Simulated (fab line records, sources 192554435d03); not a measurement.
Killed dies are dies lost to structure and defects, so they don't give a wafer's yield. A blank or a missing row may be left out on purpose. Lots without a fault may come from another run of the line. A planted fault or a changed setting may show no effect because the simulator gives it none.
Split-lot experiment | flow n5_finfet | 7 lots, 21 wafers read, on a route of 1938 steps

THE SPLIT
At N5_SDB_ETCH_18 (etches SOC in N2/H2, target depth 100 nm, overetch 20 nm, time 150 s), the setting source_w was moved away from the recipe's 840 W on 7 of the 21 wafers read, by -12.0% to +11.8%. The other wafers ran this setting at the recipe's value.

The reading is taken at the split's own step.

THE READING
rf_vpp_V, in V, at N5_SDB_ETCH_18 (etches SOC in N2/H2, target depth 100 nm, overetch 20 nm, time 150 s). Fault-free wafers of this fab line usually give 524.1 V, standard deviation 2.2 V.

wafer  | tool, chamber at the split | source_w as run, W | against the recipe | rf_vpp_V, V | against lot-mates on the recipe
L075.1 | rie_diel-01, 1             | 908.8              | +8.2%              | 511.5       | -14.9
L075.2 | rie_diel-01, 2             | 840                | recipe             | 526.4       | -
L075.3 | rie_diel-01, 3             | 908.8              | +8.2%              | 511.9       | -14.5
L076.3 | rie_diel-01, 0             | 840                | recipe             | 519.7       | -
L076.4 | rie_diel-01, 2             | 840                | recipe             | 525.6       | -
L076.5 | rie_diel-01, 0             | 840                | recipe             | 520.8       | -
L087.1 | rie_diel-04, 2             | 739.3              | -12.0%             | 550.2       | +25.6
L087.5 | rie_diel-04, 3             | 840                | recipe             | 523.3       | -
L087.6 | rie_diel-04, 2             | 840                | recipe             | 525.9       | -
L090.2 | rie_diel-01, 3             | 840                | recipe             | 525.4       | -
L090.5 | rie_diel-01, 1             | 939.3              | +11.8%             | 505.8       | -19.6
L090.6 | rie_diel-01, 3             | 939.3              | +11.8%             | 506.6       | -18.8
L092.2 | rie_diel-01, 2             | 758.3              | -9.7%              | 543.2       | +18.3
L092.3 | rie_diel-01, 1             | 840                | recipe             | 524.9       | -
L092.6 | rie_diel-01, 2             | 758.3              | -9.7%              | 542.0       | +17.1
L093.1 | rie_diel-01, 3             | 840                | recipe             | 522.9       | -
L093.2 | rie_diel-01, 0             | 840                | recipe             | 519.1       | -
L093.6 | rie_diel-01, 0             | 840                | recipe             | 520.0       | -
L094.2 | rie_diel-01, 0             | 840                | recipe             | 520.9       | -
L094.4 | rie_diel-01, 1             | 840                | recipe             | 526.0       | -
L094.6 | rie_diel-01, 2             | 840                | recipe             | 524.6       | -

THE FIT
A straight line over all 21 wafers: rf_vpp_V changes by -1.74 V for each +1% of source_w; r = -0.97; the points scatter about the line by 2.9 V.
The same after taking each lot's own level away (the mean of its wafers on the recipe; 21 wafers): -1.81 V for each +1%; r = -0.99; scatter 1.9 V.
On that fit, the largest move of source_w shifts the reading by 22 V.
The lots' own levels span 520.67 to 526.40 V, that is 2.6 times the standard deviation above.
So the lot-to-lot level changes the slope little: the two slopes agree.
Check: with one of the wafers moved furthest among these (-12.0%) left out of the fit, the line predicts +20.9 V for it against its lot-mates. It came out at +25.6 V against them.
Tool readings at the split's step, against how far the setting was moved: rf_vpp_V r = -0.97.

OTHER SPLITS ON THESE WAFERS
These wafers also went through other splits before the reading. Each is held against what the fit with the lots' levels taken away leaves over:
other split on the same wafers | wafers away from the commonest value | r with rf_vpp_V (lot level and that fit taken away)
N5_SD_EPI_P_PEB_07 peb_time_s  | 10                                   | -0.06

THE FILE'S OWN FIT
rf_vpp_V changes by -1.86 V for each +1% of source_w, r = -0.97.
